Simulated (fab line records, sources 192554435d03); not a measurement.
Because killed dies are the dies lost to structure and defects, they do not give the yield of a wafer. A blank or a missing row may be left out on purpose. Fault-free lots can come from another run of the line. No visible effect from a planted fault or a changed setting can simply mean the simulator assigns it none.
Matching of chambers / flow n5-finfet / 4 sister chambers for N5_BEOL_M10_ETCH_65 on rie-diel-06
The step etches SiARC in CF4, target depth 39 nm, time 65 s. 14 wafers are shown with their chamber, then 7 later ones without.

== WAFERS WITH THEIR CHAMBER ==
wafer=L076.3; chamber=0; drypump-motor-current-A (A)=5.9; showerhead-plenum-p-Torr (Torr)=2.13; throttle-valve-pct (%)=15.49
wafer=L076.5; chamber=2; drypump-motor-current-A (A)=5.7; showerhead-plenum-p-Torr (Torr)=2.05; throttle-valve-pct (%)=15.69
wafer=L076.6; chamber=1; drypump-motor-current-A (A)=6.4; showerhead-plenum-p-Torr (Torr)=2.25; throttle-valve-pct (%)=15.55
wafer=L078.1; chamber=0; drypump-motor-current-A (A)=5.9; showerhead-plenum-p-Torr (Torr)=2.13; throttle-valve-pct (%)=15.50
wafer=L078.4; chamber=0; drypump-motor-current-A (A)=5.9; showerhead-plenum-p-Torr (Torr)=2.13; throttle-valve-pct (%)=15.49
wafer=L078.5; chamber=2; drypump-motor-current-A (A)=5.6; showerhead-plenum-p-Torr (Torr)=2.05; throttle-valve-pct (%)=15.68
wafer=L081.3; chamber=0; drypump-motor-current-A (A)=5.9; showerhead-plenum-p-Torr (Torr)=2.13; throttle-valve-pct (%)=15.53
wafer=L081.5; chamber=3; drypump-motor-current-A (A)=6.6; showerhead-plenum-p-Torr (Torr)=2.27; throttle-valve-pct (%)=14.92
wafer=L081.6; chamber=0; drypump-motor-current-A (A)=5.9; showerhead-plenum-p-Torr (Torr)=2.13; throttle-valve-pct (%)=15.52
wafer=L087.1; chamber=3; drypump-motor-current-A (A)=6.6; showerhead-plenum-p-Torr (Torr)=2.27; throttle-valve-pct (%)=14.95
wafer=L087.2; chamber=0; drypump-motor-current-A (A)=5.9; showerhead-plenum-p-Torr (Torr)=2.12; throttle-valve-pct (%)=15.56
wafer=L087.3; chamber=2; drypump-motor-current-A (A)=5.6; showerhead-plenum-p-Torr (Torr)=2.04; throttle-valve-pct (%)=15.74
wafer=L090.2; chamber=0; drypump-motor-current-A (A)=5.9; showerhead-plenum-p-Torr (Torr)=2.12; throttle-valve-pct (%)=15.55
wafer=L090.3; chamber=1; drypump-motor-current-A (A)=6.4; showerhead-plenum-p-Torr (Torr)=2.24; throttle-valve-pct (%)=15.60

SIGNATURES (averages over the wafers above)
reading=drypump-motor-current-A; chamber 0=5.900; chamber 1=6.400; chamber 2=5.633; chamber 3=6.600; scatter within a chamber=0.0258
reading=showerhead-plenum-p-Torr; chamber 0=2.1271; chamber 1=2.2450; chamber 2=2.0467; chamber 3=2.2700; scatter within a chamber=0.00509
reading=throttle-valve-pct; chamber 0=15.5200; chamber 1=15.5750; chamber 2=15.7033; chamber 3=14.9350; scatter within a chamber=0.0293
Rule: for each reading, subtract the chamber's mean from the wafer's reading, divide by that reading's scatter and square the result; add these up over the readings and take the root, which gives the wafer's distance from the chamber. The wafer belongs to the nearest chamber; if the next one is less than 2 further off, it can't be placed. The scatter: take each reading less its chamber's mean, square it, sum over the shown wafers, divide by the number of wafers less the number of chambers, and take the root.

== WAFERS WITH NO CHAMBER GIVEN ==
wafer=L090.6; drypump-motor-current-A (A)=6.6; showerhead-plenum-p-Torr (Torr)=2.27; throttle-valve-pct (%)=14.95
wafer=L094.1; drypump-motor-current-A (A)=5.6; showerhead-plenum-p-Torr (Torr)=2.04; throttle-valve-pct (%)=15.75
wafer=L094.3; drypump-motor-current-A (A)=6.5; showerhead-plenum-p-Torr (Torr)=2.24; throttle-valve-pct (%)=15.59
wafer=L094.4; drypump-motor-current-A (A)=5.9; showerhead-plenum-p-Torr (Torr)=2.12; throttle-valve-pct (%)=15.56
wafer=L095.2; drypump-motor-current-A (A)=6.4; showerhead-plenum-p-Torr (Torr)=2.24; throttle-valve-pct (%)=15.61
wafer=L095.4; drypump-motor-current-A (A)=5.9; showerhead-plenum-p-Torr (Torr)=2.12; throttle-valve-pct (%)=15.58
wafer=L095.5; drypump-motor-current-A (A)=5.6; showerhead-plenum-p-Torr (Torr)=2.04; throttle-valve-pct (%)=15.76

== CHAMBER TAKEN BY EACH ==
wafer=L090.6; from the rows above=3; in truth=3
wafer=L094.1; from the rows above=2; in truth=2
wafer=L094.3; from the rows above=1; in truth=1
wafer=L094.4; from the rows above=0; in truth=0
wafer=L095.2; from the rows above=1; in truth=1
wafer=L095.4; from the rows above=0; in truth=0
wafer=L095.5; from the rows above=2; in truth=2
7 of 7 placed correctly. Can't be placed from these rows: 0. Number placed wrongly: 0.
